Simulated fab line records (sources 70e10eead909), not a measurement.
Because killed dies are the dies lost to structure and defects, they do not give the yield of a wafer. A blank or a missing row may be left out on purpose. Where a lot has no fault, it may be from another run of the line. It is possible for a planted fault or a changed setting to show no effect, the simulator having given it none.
A lot that was struck, set against a sound lot | flow nand-harc | 20 out of 1159 route steps
Sound: wafers L935.1, L935.4, L935.6. Wafers L943.3, L943.4, L943.6 were the ones struck. At the end, the cause is stated.
Each step with rows lists, per side, the tool, then ch with its chambers, then its first start. Under that, the readings that differ: sound wafers | struck wafers | difference of the means | sigmas: that difference in standard deviations of wafers without a fault.
alike: readings whose means differ by less than 2 such deviations, and words and numbers that are the same on both sides. not compared: withheld readings, readings that some wafer has no value for, bounds like >300 that may hide the same value, and numbers for which the record gives no deviation and whose values overlap.
Wherever a step has rows on one side only, a row that says differs or no value, or a row with sigmas, the two part there. Non-overlapping numbers with no deviation appear without sigmas and do not part them. A reading missing from all wafers of one side parts the sides only when that side holds two or more wafers.

NHARC_P_ZERO_WELL_CD_MEAS_37: the cd target is 720 nm.
  sound on cd-sem-01 ch 0, day 3 04:10; struck on cd-sem-01 ch 0, day 5 04:09
  alike: cd-nm
then, 1 step without rows for these wafers: NHARC_P_ZERO_WELL_HARDBAKE_38 (time 80 s).
NHARC_P_ZERO_WELL_DESCUM_39: chemistry O2, time 3 s.
  sound on rie-diel-10 ch 0,1, day 3 04:20; struck on rie-diel-09 ch 1,2, day 5 04:18
  alike: drypump-motor-current-A, oes-product-au, rf-vpp-V, showerhead-plenum-p-Torr, throttle-valve-pct
  not compared: rf-hours-counter-h
then, 9 steps without rows for these wafers: NHARC_P_ZERO_WELL_IMPLANT_40; NHARC_P_ZERO_WELL_IMPLANT_59; NHARC_P_ZERO_WELL_IMPLANT_60; NHARC_P_ZERO_WELL_STRIP_41 (strips in SPM, time 840 s); NHARC_P_ZERO_WELL_DEHYDRATE_44 (time 120 s); NHARC_P_ZERO_WELL_HMDS_45 (time 30 s); NHARC_P_ZERO_WELL_COAT_46; NHARC_P_ZERO_WELL_SOFTBAKE_47 (time 95 s); NHARC_P_ZERO_WELL_EBR_48.
NHARC_P_ZERO_WELL_EXPOSE_49: exposes mask P HVPW, target cd 2000 nm.
  sound on krf-scanner-04 ch 0, day 3 05:40; struck on krf-scanner-02 ch 0, day 5 05:38
  reading | sound                      | struck                              | difference | sigmas
  mask    | P_HVPW#0 P_HVPW#0 P_HVPW#0 | P_HVPW_R1#0 P_HVPW_R1#0 P_HVPW_R1#0 | differs    |
  alike: reticle-temp-C
then, 2 steps without rows for these wafers: NHARC_P_ZERO_WELL_PEB_50 (peb time 85 s); NHARC_P_ZERO_WELL_DEVELOP_51 (time 70 s).
NHARC_P_ZERO_WELL_CD_MEAS_52: the cd target is 2000 nm.
  sound on cd-sem-01 ch 0, day 3 05:49; struck on cd-sem-01 ch 0, day 5 05:47
  reading    | sound                | struck               | difference | sigmas
  cd-nm (nm) | 2002.0 2001.0 2000.0 | 1569.2 1571.2 1571.5 | -430.4     | -99 or more
then, 1 step without rows for these wafers: NHARC_P_ZERO_WELL_HARDBAKE_53 (time 80 s).
NHARC_P_ZERO_WELL_DESCUM_54: chemistry O2, time 3 s.
  sound on rie-diel-09 ch 2,3, day 3 05:59; struck on rie-diel-07 ch 0,1,2, day 5 05:58
  reading                      | sound             | struck            | difference | sigmas
  oes-product-au (a.u.)        | 0.984 0.988 0.989 | 1.003 1.012 1.015 | +0.023     | +2
  model.P_ZERO_WELL.cd-nm (nm) | 2003 2001 2000    | 1568 1570 1571    | -432       |
  alike: drypump-motor-current-A, mfc-ar-sccm, rf-vpp-V, showerhead-plenum-p-Torr, throttle-valve-pct
  not compared: rf-hours-counter-h
following that, these wafers have no rows for 1 step: NHARC_P_ZERO_WELL_IMPLANT_55.
-- record jumps: 18 days between struck wafers' starts before vs after; left off in module P_ZERO_WELL, resumes in module END, first step shown is number 1159 of the route --
NHARC_END_SORT_01:
  at this point the record logs the struck wafers (prober-02 ch 0, day 23 13:39) and has no rows for the sound ones

WHERE THEY PART
At NHARC_P_ZERO_WELL_EXPOSE_49 first; at NHARC_END_SORT_01 last (within this record only).

WHY: whatever the simulator had introduced
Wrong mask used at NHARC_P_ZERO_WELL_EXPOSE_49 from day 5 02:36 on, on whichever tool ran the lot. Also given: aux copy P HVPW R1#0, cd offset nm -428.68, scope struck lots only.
